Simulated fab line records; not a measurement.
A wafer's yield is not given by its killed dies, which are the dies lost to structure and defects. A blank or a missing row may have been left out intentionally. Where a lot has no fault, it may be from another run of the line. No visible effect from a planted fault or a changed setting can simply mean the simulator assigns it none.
Matching of chambers | flow n5_finfet | N5_BEOL_M7_STRIP_19 on rie_diel-01: 4 sister chambers
The step strips in O2. 4 wafers are shown with their chamber, then 12 later ones without.

## WAFERS PAIRED WITH THEIR CHAMBERS
wafer  | chamber | showerhead_plenum_p_Torr (Torr)
L083.3 | 3       | 2.07
L085.3 | 1       | 2.23
L085.4 | 2       | 2.12
L085.5 | 0       | 2.09

## WAFERS MISSING THEIR CHAMBER
wafer  | showerhead_plenum_p_Torr (Torr)
L089.1 | 2.22
L089.2 | 2.09
L089.3 | 2.06
L090.3 | 2.22
L090.4 | 2.11
L090.6 | 2.06
L094.2 | 2.06
L094.3 | 2.08
L094.6 | 2.06
L092.4 | 2.06
L092.5 | 2.22
L092.6 | 2.08

## EACH ONE'S CHAMBER
wafer  | from the rows above     | in truth
L089.1 | 1                       | 1
L089.2 | 0                       | 0
L089.3 | 3                       | 3
L090.3 | 1                       | 1
L090.4 | can't be placed: 2 or 0 | 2
L090.6 | 3                       | 3
L094.2 | 3                       | 3
L094.3 | can't be placed: 0 or 3 | 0
L094.6 | 3                       | 3
L092.4 | 3                       | 3
L092.5 | 1                       | 1
L092.6 | can't be placed: 0 or 3 | 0
Correctly placed: 9 of 12. These rows do not allow placing 3 (true chamber among the candidates in 3). 0 placed wrongly.
How it was worked out, from the rows above alone: a wafer's distance from a chamber is the root of the sum, over the readings, of the square of ((its reading less the chamber's mean) divided by the reading's scatter). The wafer belongs to the nearest chamber; if the next one is less than 2 further off, it can't be placed. For every chamber, the mean is computed from those of its wafers that are shown. The scatter: root of mean squared gap, hidden wafer to nearest shown wafer, with one shown wafer a chamber.
